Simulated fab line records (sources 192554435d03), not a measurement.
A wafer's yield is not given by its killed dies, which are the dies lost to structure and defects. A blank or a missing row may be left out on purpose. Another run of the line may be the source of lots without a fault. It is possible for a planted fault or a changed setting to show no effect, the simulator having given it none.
A single fault, viewed from 2 desks / flow n5_finfet / each desk holds nothing but its own numbers, with what lay behind them at the end

== THE METROLOGY DESK ==
What the gauges read for every lot (on any tool): the sampled wafers with a number, averaged. A lot is out of limits, marked OUT, if its mean lies more than 4 standard deviations from the usual mean; the brackets give that distance. Of its 11 readings 7 are shown: those that lie furthest out on some lot.
Columns: A = trench_depth_nm at N5_STI_FIN_REVEAL_FIN_H_MEAS_10, usual 52.2 nm; B = DIBL_N at N5_BEOL_M4_RC_MEAS_101, usual 36.4 mV/V; C = DIBL_P at N5_BEOL_M4_RC_MEAS_101, usual 36.4 mV/V; D = ION_N at N5_BEOL_M4_RC_MEAS_101, usual 680 uA/um; E = ION_P at N5_BEOL_M4_RC_MEAS_101, usual 465 uA/um; F = VT_N at N5_BEOL_M4_RC_MEAS_101, usual 249 mV; G = VT_P at N5_BEOL_M4_RC_MEAS_101, usual -250 mV
lot=L932; first seen here=day 2 19:27; A=51.6; B=35.7; C=35.9; D=677; E=464; F=249; G=-249
lot=L946; first seen here=day 6 08:32; A=50.1; B=34.3; C=34.0; D=644; E=442; F=253; G=-255
lot=L947; first seen here=day 6 14:05; A=50.1; B=36.4; C=36.2; D=647; E=444; F=254; G=-253
lot=L954; first seen here=day 8 06:28; A=51.1; B=36.9; C=36.3; D=676; E=465; F=250; G=-248
This desk's verdict: no lot among the 4 shows anything out of limits.

== TOOL OWNER'S DESK, vapor_etch-01 ==
The tool's own readings at N5_STI_FIN_REVEAL_RECESS_09 (chemistry HF/NH3, target SiO2, afs cycles 11, target depth 42.5 nm, sublimation time 60 s): means of the sampled wafers that have a number, for each lot that ran on this tool. A lot is out of limits, marked OUT, if its mean lies more than 4 standard deviations from the usual mean; the brackets give that distance.
Columns: A = drypump_motor_current_A at N5_STI_FIN_REVEAL_RECESS_09, usual 6.1 A; B = temp_c at N5_STI_FIN_REVEAL_RECESS_09, usual 30.00 C
lot=L932; first seen here=day 2 16:41; A=6.0; B=30.09
lot=L946; first seen here=day 6 06:13; A=6.3; B=31.72 (+16) OUT
lot=L947; first seen here=day 6 11:22; A=6.3; B=31.74 (+16) OUT
Finding of this desk: L946, L947 out of limits; the first was L946 at day 6 06:13, on temp_c at N5_STI_FIN_REVEAL_RECESS_09. Within limits: L932.

== ALL TOGETHER ==
The tool owner's desk could have raised an alarm at day 6 06:13, on L946, L947.
At the metrology desk, nothing out of limits was observed.
The metrology desk has L946, L947 on record, within its limits.
The lots listed all ran N5_STI_FIN_REVEAL_RECESS_09 on vapor_etch-01.

== WHAT THE SIMULATOR HAD INSERTED ==
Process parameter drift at N5_STI_FIN_REVEAL_RECESS_09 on vapor_etch-01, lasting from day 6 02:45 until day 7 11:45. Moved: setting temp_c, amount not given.
Shown lots that were struck: L946, L947.
Time in hours from fault onset to the first out-of-limits reading at each desk: the tool owner's desk, 3.
